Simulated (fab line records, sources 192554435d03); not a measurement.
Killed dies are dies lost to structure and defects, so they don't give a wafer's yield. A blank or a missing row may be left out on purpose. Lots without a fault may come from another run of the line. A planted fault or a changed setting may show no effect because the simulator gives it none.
Chamber matching | flow n5_finfet | N5_DUMMY_GATE_ETCH_32 on rie_si-05: 4 sister chambers
The step etches SiO2 in CF4, target depth 3.5 nm, time 3.9 s. 18 wafers are shown with their chamber, then 9 later ones without.

WAFERS WITH THEIR CHAMBER
wafer  | chamber | throttle_valve_pct (%) | drypump_motor_current_A (A) | oes_product_au (a.u.)
L078.3 | 3       | 21.93                  | 5.8                         | 0.975
L078.4 | 2       | 21.35                  | 4.9                         | 1.007
L078.5 | 0       | 22.06                  | 5.8                         | 1.011
L080.2 | 3       | 21.94                  | 5.8                         | 0.982
L080.5 | 2       | 21.34                  | 5.0                         | 1.008
L080.6 | 3       | 21.93                  | 5.7                         | 0.979
L084.1 | 0       | 22.06                  | 5.8                         | 1.014
L084.5 | 1       | 21.58                  | 5.3                         | 0.965
L084.6 | 2       | 21.33                  | 4.9                         | 1.001
L085.2 | 3       | 21.94                  | 5.8                         | 0.987
L085.3 | 1       | 21.56                  | 5.3                         | 0.970
L085.4 | 2       | 21.35                  | 5.0                         | 1.012
L092.2 | 2       | 21.33                  | 5.0                         | 1.009
L092.4 | 0       | 22.09                  | 5.8                         | 1.012
L092.5 | 3       | 21.93                  | 5.8                         | 0.986
L093.3 | 0       | 22.07                  | 5.8                         | 1.012
L093.5 | 2       | 21.32                  | 5.0                         | 1.005
L093.6 | 3       | 21.94                  | 5.7                         | 0.985

SIGNATURES (means of the wafers above)
reading                 | chamber 0 | chamber 1 | chamber 2 | chamber 3 | scatter within a chamber
throttle_valve_pct      | 22.0700   | 21.5700   | 21.3367   | 21.9350   | 0.011
drypump_motor_current_A | 5.800     | 5.300     | 4.967     | 5.767     | 0.0436
oes_product_au          | 1.01225   | 0.96750   | 1.00700   | 0.98233   | 0.00373
Rule: a wafer's distance from a chamber is the root of the sum, over the readings, of the square of ((its reading less the chamber's mean) divided by the reading's scatter). The wafer belongs to the nearest chamber; if the next one is less than 2 further off, it can't be placed. The scatter: the root of (the sum of the squares of (reading less its chamber's mean) over the shown wafers, divided by (wafers less chambers)).

WAFERS WITHOUT THEIR CHAMBER
wafer  | throttle_valve_pct (%) | drypump_motor_current_A (A) | oes_product_au (a.u.)
L094.2 | 21.55                  | 5.3                         | 0.963
L094.3 | 21.34                  | 5.0                         | 1.011
L094.5 | 21.35                  | 5.0                         | 1.012
L095.1 | 21.94                  | 5.8                         | 0.982
L095.4 | 21.33                  | 5.0                         | 1.012
L095.6 | 22.07                  | 5.8                         | 1.010
L096.2 | 21.95                  | 5.8                         | 0.985
L096.4 | 21.56                  | 5.3                         | 0.970
L096.5 | 21.34                  | 5.0                         | 1.001

WHICH CHAMBER EACH WENT THROUGH
wafer  | from the rows above | in truth
L094.2 | 1                   | 1
L094.3 | 2                   | 2
L094.5 | 2                   | 2
L095.1 | 3                   | 3
L095.4 | 2                   | 2
L095.6 | 0                   | 0
L096.2 | 3                   | 3
L096.4 | 1                   | 1
L096.5 | 2                   | 2
Placed correctly: 9 of 9. Can't be placed from these rows: 0. Placed wrongly: 0.
